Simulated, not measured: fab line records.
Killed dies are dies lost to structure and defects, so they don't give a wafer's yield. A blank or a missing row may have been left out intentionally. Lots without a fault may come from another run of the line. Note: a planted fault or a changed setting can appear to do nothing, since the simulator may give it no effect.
Chamber matching    flow n5-finfet    4 sister chambers for N5_BEOL_M12_ETCH_59 on rie-diel-04
The step etches BARC in N2/H2, target depth 89 nm, overetch 26.7 nm, time 67.9 s. 14 wafers are shown with their chamber, then 7 later ones without.

## WAFERS WITH THEIR CHAMBER
wafer   chamber  throttle-valve-pct (%)  oes-product-au (a.u.)  showerhead-plenum-p-Torr (Torr)
L074.2  0        17.73                   0.60                   2.47
L074.5  0        17.73                   0.60                   2.47
L074.6  1        17.87                   0.72                   2.48
L075.2  2        17.39                   0.67                   2.44
L075.5  2        17.38                   0.67                   2.44
L075.6  3        18.08                   0.64                   2.45
L077.1  3        18.07                   0.64                   2.45
L077.4  2        17.39                   0.67                   2.44
L077.5  1        17.88                   0.71                   2.47
L079.2  1        17.88                   0.72                   2.47
L079.4  3        18.07                   0.64                   2.44
L079.6  1        17.87                   0.71                   2.47
L084.1  2        17.41                   0.67                   2.44
L084.2  1        17.89                   0.71                   2.47

SIGNATURES, as means of the wafers listed above
reading                   chamber 0  chamber 1  chamber 2  chamber 3  scatter within a chamber
throttle-valve-pct        17.7300    17.8780    17.3925    18.0733    0.00906
oes-product-au            0.6000     0.7140     0.6700     0.6400     0.00346
showerhead-plenum-p-Torr  2.4700     2.4720     2.4400     2.4467     0.00383
Rule: for each reading, subtract the chamber's mean from the wafer's reading, divide by that reading's scatter and square the result; add these up over the readings and take the root, which gives the wafer's distance from the chamber. The wafer belongs to the nearest chamber; if the next one is less than 2 further off, it can't be placed. The scatter is the square root of a quotient: the sum, over the shown wafers, of each reading's squared deviation from its chamber's mean, divided by wafers minus chambers.

## WAFERS MISSING THEIR CHAMBER
wafer   throttle-valve-pct (%)  oes-product-au (a.u.)  showerhead-plenum-p-Torr (Torr)
L084.5  17.40                   0.83                   2.46
L087.1  17.92                   0.70                   2.46
L087.4  17.41                   0.81                   2.46
L087.6  17.41                   0.81                   2.46
L095.1  18.12                   0.62                   2.43
L095.3  17.43                   0.78                   2.46
L095.6  17.95                   0.69                   2.46

## EACH ONE'S CHAMBER
wafer    from the rows above   in truth
L084.5   2                     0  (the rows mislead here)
L087.1   1                     1
L087.4   2                     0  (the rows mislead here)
L087.6   2                     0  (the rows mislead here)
L095.1   3                     3
L095.3   2                     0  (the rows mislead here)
L095.6   1                     1
3 of 7 placed correctly. Not placeable from these rows: 0. Number placed wrongly: 4.
